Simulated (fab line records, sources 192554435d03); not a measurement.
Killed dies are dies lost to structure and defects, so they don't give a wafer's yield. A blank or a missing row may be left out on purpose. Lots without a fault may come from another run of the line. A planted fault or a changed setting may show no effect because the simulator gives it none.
Which tool did it? | flow n5_finfet | 11 lots, 33 wafers sampled, at 5 steps of a route of 1938

WHAT THE GAUGES READ, wafer by wafer
N5_MIM_TOP_LITHO_CD_MEAS_08: target cd 2000 nm.
lot  | measured     | on        | cd_nm (nm)
L258 | day 12 03:48 | cd_sem-01 | 1997.4 1998.1 1996.9
L260 | day 12 14:25 | cd_sem-02 | 1999.8 1997.7 1999.5
L261 | day 12 23:04 | cd_sem-02 | 2000.2 1998.0 1999.0
L265 | day 13 17:59 | cd_sem-02 | 1999.9 1996.9 1997.9
L266 | day 13 18:25 | cd_sem-02 | 1999.0 1998.0 1999.9
L268 | day 14 22:51 | cd_sem-02 | 1997.5 1996.0 1997.8
L269 | day 15 00:04 | cd_sem-02 | 1997.6 2000.4 1996.0
L270 | day 15 02:44 | cd_sem-02 | 1996.1 1999.3 1997.4
L271 | day 15 15:16 | cd_sem-02 | 1997.4 2000.4 1998.9
L278 | day 17 04:07 | cd_sem-02 | 1997.8 1999.6 1997.1
L279 | day 17 09:03 | cd_sem-01 | 2000.1 1998.3 2001.8

N5_MIM_BOT_LITHO_CD_MEAS_08: target cd 3000 nm.
lot  | measured     | on        | cd_nm (nm)
L258 | day 12 04:44 | cd_sem-02 | 3003.2 3001.9 3002.6
L260 | day 12 15:28 | cd_sem-01 | 3001.9 3002.1 3002.1
L261 | day 13 00:03 | cd_sem-03 | 2999.7 2999.9 3001.8
L265 | day 13 19:01 | cd_sem-01 | 3002.7 3002.7 3002.3
L266 | day 13 19:34 | cd_sem-02 | 3002.0 3003.1 3000.8
L268 | day 14 23:49 | cd_sem-02 | 3001.0 2997.9 2999.2
L269 | day 15 01:11 | cd_sem-02 | 3000.9 3001.2 3000.7
L270 | day 15 03:36 | cd_sem-02 | 3003.8 3000.7 3001.7
L271 | day 15 16:08 | cd_sem-02 | 3001.7 3004.1 3005.1
L278 | day 17 05:04 | cd_sem-02 | 3005.6 3007.5 3008.9
L279 | day 17 09:47 | cd_sem-01 | 3006.7 3005.4 3006.9

WHICH TOOL RAN EACH LOT (tool, then ch and the chambers of the sampled wafers, then the start)
lot  | N5_MIM_BOT_SPUTTER_00        | N5_MIM_TOP_ETCH_ETCH_00           | N5_MIM_BOT_LITHO_EXPOSE_05
L258 | pvd_sputter-03, day 11 23:05 | rie_metal-03 ch 0,1, day 12 03:59 | krf_scanner-02 ch 0, day 12 04:34
L260 | pvd_sputter-03, day 12 12:44 | rie_metal-01 ch 0,1, day 12 14:35 | krf_scanner-01 ch 0, day 12 15:18
L261 | pvd_sputter-01, day 12 21:59 | rie_metal-03 ch 0, day 12 23:16   | krf_scanner-01 ch 0, day 12 23:53
L265 | pvd_sputter-01, day 13 16:29 | rie_metal-01 ch 0,1, day 13 18:22 | krf_scanner-02 ch 0, day 13 18:50
L266 | pvd_sputter-02, day 13 16:58 | rie_metal-03 ch 0,1, day 13 18:55 | krf_scanner-01 ch 0, day 13 19:23
L268 | pvd_sputter-03, day 14 19:59 | rie_metal-01 ch 0, day 14 23:08   | krf_scanner-01 ch 0, day 14 23:38
L269 | pvd_sputter-02, day 14 22:28 | rie_metal-03 ch 0,1, day 15 00:16 | krf_scanner-01 ch 0, day 15 01:01
L270 | pvd_sputter-01, day 15 01:37 | rie_metal-02 ch 1, day 15 02:54   | krf_scanner-01 ch 0, day 15 03:26
L271 | pvd_sputter-02, day 15 13:56 | rie_metal-01 ch 0,1, day 15 15:34 | krf_scanner-01 ch 0, day 15 15:58
L278 | pvd_sputter-02, day 17 02:07 | rie_metal-03 ch 0,1, day 17 04:18 | krf_scanner-01 ch 0, day 17 04:54
L279 | pvd_sputter-03, day 17 07:34 | rie_metal-01 ch 0,1, day 17 09:14 | krf_scanner-01 ch 0, day 17 09:37
- N5_MIM_BOT_SPUTTER_00: material TiN, target thk 35 nm, time 89.7 s.
- N5_MIM_TOP_ETCH_ETCH_00: etches TiN in Cl2/BCl3, target depth 38.5 nm.
- N5_MIM_BOT_LITHO_EXPOSE_05: exposes mask MIM BOT.

WHAT THE TOOLS THEMSELVES READ (means of the sampled wafers that have a number; where no wafer has one, the mark that the record gives instead)
N5_MIM_BOT_SPUTTER_00.
lot  | tool           | throttle_valve_pct (%)
L258 | pvd_sputter-03 | 30.4
L260 | pvd_sputter-03 | 30.4
L261 | pvd_sputter-01 | 30.7
L265 | pvd_sputter-01 | 29.5
L266 | pvd_sputter-02 | 30.0
L268 | pvd_sputter-03 | 30.5
L269 | pvd_sputter-02 | 29.4
L270 | pvd_sputter-01 | 30.0
L271 | pvd_sputter-02 | 30.0
L278 | pvd_sputter-02 | 29.6
L279 | pvd_sputter-03 | 29.7

N5_MIM_TOP_ETCH_ETCH_00.
lot  | tool         | drypump_motor_current_A (A) | oes_product_au (a.u.) | rf_fwd_power_W (W) | throttle_valve_pct (%)
L258 | rie_metal-03 | 5.4                         | 0.82                  | 994                | 22.93
L260 | rie_metal-01 | 5.6                         | 0.72                  | 995                | 22.75
L261 | rie_metal-03 | 6.5                         | 0.87                  | 992                | 23.02
L265 | rie_metal-01 | 5.6                         | 0.71                  | 996                | 22.75
L266 | rie_metal-03 | 5.3                         | 0.81                  | 996                | 22.93
L268 | rie_metal-01 | 5.0                         | 0.83                  | 998                | 22.73
L269 | rie_metal-03 | 5.3                         | 0.80                  | 994                | 22.93
L270 | rie_metal-02 | 6.4                         | 0.66                  | 991                | 22.85
L271 | rie_metal-01 | 5.3                         | 0.87                  | 993                | 22.65
L278 | rie_metal-03 | 5.9                         | 0.80                  | 992                | 23.00
L279 | rie_metal-01 | 5.3                         | 0.86                  | 996                | 22.66

N5_MIM_BOT_LITHO_EXPOSE_05.
lot  | tool           | exposure_dose_mJ_cm2
L258 | krf_scanner-02 | 24.248
L260 | krf_scanner-01 | 24.267
L261 | krf_scanner-01 | 24.219
L265 | krf_scanner-02 | 24.232
L266 | krf_scanner-01 | 24.246
L268 | krf_scanner-01 | 24.273
L269 | krf_scanner-01 | 24.249
L270 | krf_scanner-01 | 24.245
L271 | krf_scanner-01 | 24.223
L278 | krf_scanner-01 | 24.971
L279 | krf_scanner-01 | 24.956

THE ANSWER, worked out from the rows above alone
Rule: what is usual is taken from the lots themselves. Put in order of their means at a reading, lots are off if they are a third of the lots or fewer, leave a main group of 4 or more, and stand apart from it by a gap of 3 or more times the standard deviation of the main group's means; of several such gaps the widest counts. A main group whose means are all the same, to the digits that the tables above print for the reading, isn't used. A lot without any number at a reading at which 4 lots or more have one is off too. The other lots that the step has rows for count as sound. The gauges are gone through in route order, then the tools' own readings, and for those a lot's mean is taken as printed above. The first step at which some lot is off is used, and at that step the reading that is off furthest; a lot without a number counts as furthest.
Off: L278, L279, at N5_MIM_BOT_LITHO_EXPOSE_05 (exposure_dose_mJ_cm2). The main group: mean 24.245, standard deviation 0.017.
A tool fits if, at that step or a process step before it, it ran every lot that is off, and no sound lot after the first of them. One fits: krf_scanner-01 at N5_MIM_BOT_LITHO_EXPOSE_05. Its last sound lot is L271 (day 15 15:58), its first lot that is off L278 (day 17 04:54): a fault that began between those two fits.
The tool's own readings at N5_MIM_BOT_LITHO_EXPOSE_05 bear it out: on the lots that are off they differ by more than 5 times the standard deviation of the sound lots' means. exposure_dose_mJ_cm2 reads 24.963 there against 24.245 on the sound lots.

WHAT THE SIMULATOR HAD PUT IN
Process parameter drift: krf_scanner-01, from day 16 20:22 on, at N5_MIM_BOT_LITHO_EXPOSE_05. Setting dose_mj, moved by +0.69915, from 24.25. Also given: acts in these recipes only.
Lots struck among those shown: L278, L279. The rule above found the same.
